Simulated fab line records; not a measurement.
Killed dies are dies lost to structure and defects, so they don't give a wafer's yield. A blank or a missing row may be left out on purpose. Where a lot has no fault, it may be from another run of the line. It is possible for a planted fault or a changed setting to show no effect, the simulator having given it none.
The tool behind it: which one? ; flow nandHarc ; 12 lots, 36 wafers sampled, at 3 steps of a route of 1159

WHAT EACH GAUGE READ, for each wafer
NHARC_P_M0_OVL_MEAS_10: pitch 180 nm.
lot;measured;on;overlayXNm (nm)
L076;day 6 11:20;overlay-02;1.1 0.8 0.9
L078;day 6 19:32;overlay-01;0.8 1.3 1.2
L080;day 7 01:18;overlay-01;-1.1 -1.4 -1.3
L081;day 7 12:28;overlay-01;-0.8 -0.6 -0.4
L082;day 8 03:41;overlay-01;0.8 0.3 0.5
L087;day 9 00:29;overlay-02;-0.1 -0.4 -0.8
L086;day 9 01:50;overlay-02;0.1 0.4 0.2
L088;day 9 18:07;overlay-01;-1.0 -0.6 -0.9
L090;day 10 01:01;overlay-01;-1.3 -1.6 -1.2
L092;day 10 07:47;overlay-01;0.6 0.6 0.3
L095;day 11 00:54;overlay-01;-0.1 0.7 0.4
L097;day 11 18:16;overlay-02;0.9 0.6 1.2

EACH LOT AND THE TOOL THAT RAN IT (in order: tool; ch and the chambers of the sampled wafers; start)
lot;NHARC_P_CONTACT_ETCH_18;NHARC_P_CONTACT_CMP_24
L076;rieDiel-10 ch 0,1,2, day 6 10:00 or earlier;cmp-04 ch 0,2,3, day 6 10:00
L078;rieDiel-04 ch 1,2, day 6 18:04 or earlier;cmp-03 ch 0,3, day 6 18:04
L080;rieDiel-04 ch 0,1,3, day 6 23:58 or earlier;cmp-03 ch 0,2,3, day 6 23:58
L081;rieDiel-04 ch 2,3, day 7 11:02 or earlier;cmp-02 ch 0,2,3, day 7 11:02
L082;rieDiel-04 ch 0,2, day 8 02:18 or earlier;cmp-04 ch 1,2, day 8 02:18
L087;rieDiel-03 ch 0,1,2, day 8 23:09 or earlier;cmp-03 ch 0,1,2, day 8 23:09
L086;rieDiel-03 ch 2,3, day 9 00:30 or earlier;cmp-04 ch 1,2,3, day 9 00:30
L088;rieDiel-03 ch 0,1,2, day 9 16:44 or earlier;cmp-02 ch 0,3, day 9 16:44
L090;rieDiel-04 ch 0,1,3, day 9 23:38 or earlier;cmp-04 ch 1,2, day 9 23:38
L092;rieDiel-04 ch 0,2,3, day 10 06:23 or earlier;cmp-02 ch 2,3, day 10 06:23
L095;rieDiel-03 ch 0,3, day 10 23:38 or earlier;cmp-03 ch 0,3, day 10 23:38
L097;rieDiel-03 ch 0,2,3, day 11 16:52 or earlier;cmp-02 ch 2,3, day 11 16:52
- NHARC_P_CONTACT_ETCH_18: etches the open film in C4F8/O2/Ar, target depth 481 nm, time 240.5 s.
- NHARC_P_CONTACT_CMP_24: polishes, t overpolish 30 s, target thk 200 nm.

THE ANSWER, worked out from the rows above alone
Rule: the lots themselves supply what counts as usual. The widest of any qualifying gaps counts: lots, ordered by their means at a reading, are off when they make up no more than a third of the lots, leave a main group of 4 or more, and stand apart from it by 3 or more times the standard deviation of that group's means. A main group is skipped when, at the precision printed for the reading in the tables above, its means are all equal. A lot without any number at a reading at which 4 lots or more have one is off too. Any other lot the step has rows for is counted as sound.
No lot is off at any reading shown: from this, nothing can be told.

WHAT THE SIMULATOR HAD INSERTED
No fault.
